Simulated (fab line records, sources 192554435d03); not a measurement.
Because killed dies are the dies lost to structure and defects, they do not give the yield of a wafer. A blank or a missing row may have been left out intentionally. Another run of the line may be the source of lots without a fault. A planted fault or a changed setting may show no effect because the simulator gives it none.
Comparing a struck lot with a sound one ; flow n5Finfet ; 15 steps out of a route of 1938
Sound: the wafers L620.1, L620.2, L620.4. Struck: wafer L632.5 (left out: L632.1, L632.2 of the same lot, which were not struck); the cause appears at the end.
For every step that has rows: the tool of each side, followed by ch and its chambers, followed by its first start. Under that, the readings that differ: sound wafers ; struck wafers ; difference of the means ; sigmas: that difference in standard deviations of wafers without a fault.
alike: same words and numbers on both sides, and readings whose means sit less than 2 such deviations apart. not compared: any withheld reading, any reading some wafer has no value for, any bound like >300 that may hide the same value, and any number with overlapping values for which the record gives no deviation.
The two part at a step that has a row with sigmas, a row that says differs or no value, or rows on one side only. Non-overlapping numbers with no deviation appear without sigmas and do not part them. A reading that every wafer of one side lacks parts them only if that side has two wafers or more.

first, 8 steps without rows for these wafers: N5_BEOL_M15_COAT_60 (time 60 s, resist thk 89 nm); N5_BEOL_M15_COAT_22 (resist thk 800 nm); N5_BEOL_M15_EBR_24; N5_BEOL_M15_SOFTBAKE_23 (time 60 s); N5_BEOL_M15_EXPOSE_25 (exposes mask M15, target cd 400 nm); N5_BEOL_M15_PEB_26 (peb time 90 s); N5_BEOL_M15_DEVELOP_27 (develop time 45 s); N5_BEOL_M15_HARDBAKE_32 (time 120 s).
N5_BEOL_M15_CD_MEAS_28: target cd 407.6 nm.
  sound on cdSem-02 ch 0, day 12 08:17; struck on cdSem-03 ch 0, day 15 08:05
  alike: cdNm
N5_BEOL_M15_OVL_MEAS_29:
  sound on overlay-01 ch 0, day 12 08:19; struck on overlay-01 ch 0, day 15 08:07
  alike: M15_OVL
N5_BEOL_M15_INSPECT_30: inspects for defects (macro).
  sound on defectInspect-02, day 12 08:20; struck on defectInspect-01, day 15 08:08
reading;sound;struck;difference;sigmas
rawDefectCount;1 1 1;4;+3;+2
N5_BEOL_M15_DESCUM_33: chemistry O2, time 7.9 s.
  sound on rieDiel-03 ch 1,3, day 12 08:23; struck on rieDiel-06 ch 2, day 15 08:13
  alike: drypumpMotorCurrentA, oesProductAu, rfVppV, showerheadPlenumPTorr, throttleValvePct
  not compared: rfHoursCounterH
N5_BEOL_M15_ETCH_61: etches BARC in N2/H2, target depth 89 nm, overetch 26.7 nm, time 67.9 s.
  sound on rieDiel-03 ch 1,3, day 12 08:25; struck on rieDiel-06 ch 2, day 15 08:15
reading;sound;struck;difference;sigmas
model.coat_of_BEOL_M15_COAT_22.thkNm (nm);717.8 715.2 716.2;728.2;+11.8;
model.BEOL_M15.cdNm (nm);397.4 395.6 397.4;395.2;-1.6;
  alike: drypumpMotorCurrentA, oesProductAu, rfVppV, showerheadPlenumPTorr, throttleValvePct
  not compared: rfHoursCounterH
N5_BEOL_M15_TRENCH_ETCH_34: etches SiO2 in C4F8/O2/Ar, target depth 872.93 nm, time 199 s.
  sound on rieDiel-03 ch 1,3, day 12 08:28; struck on rieDiel-06 ch 2, day 15 08:18
  alike: drypumpMotorCurrentA, oesProductAu, rfVppV, showerheadPlenumPTorr, throttleValvePct
  not compared: rfHoursCounterH, model.coat_of_BEOL_M15_COAT_22.thkNm
N5_PASSIVATION_PROBE_49:
  sound on prober-02, day 13 06:58; struck on prober-01, day 15 22:41
  alike: defectLimitedYield, killed_at_M0_to_M3, killed_at_M4_up, killedAtContacts, killedAtFrontEnd, killedAtOther, killedDies, killedOpen, killedShort, sort_bin_5_function, sort_bin_6_memory, sortNPass, sortYieldPct

## WHERE THEY PART
Only at N5_BEOL_M15_INSPECT_30, as far as this record shows. Later steps at which nothing parts them and some readings are alike: N5_BEOL_M15_DESCUM_33, N5_BEOL_M15_ETCH_61, N5_BEOL_M15_TRENCH_ETCH_34, N5_PASSIVATION_PROBE_49.

WHY: what had been put in by the simulator
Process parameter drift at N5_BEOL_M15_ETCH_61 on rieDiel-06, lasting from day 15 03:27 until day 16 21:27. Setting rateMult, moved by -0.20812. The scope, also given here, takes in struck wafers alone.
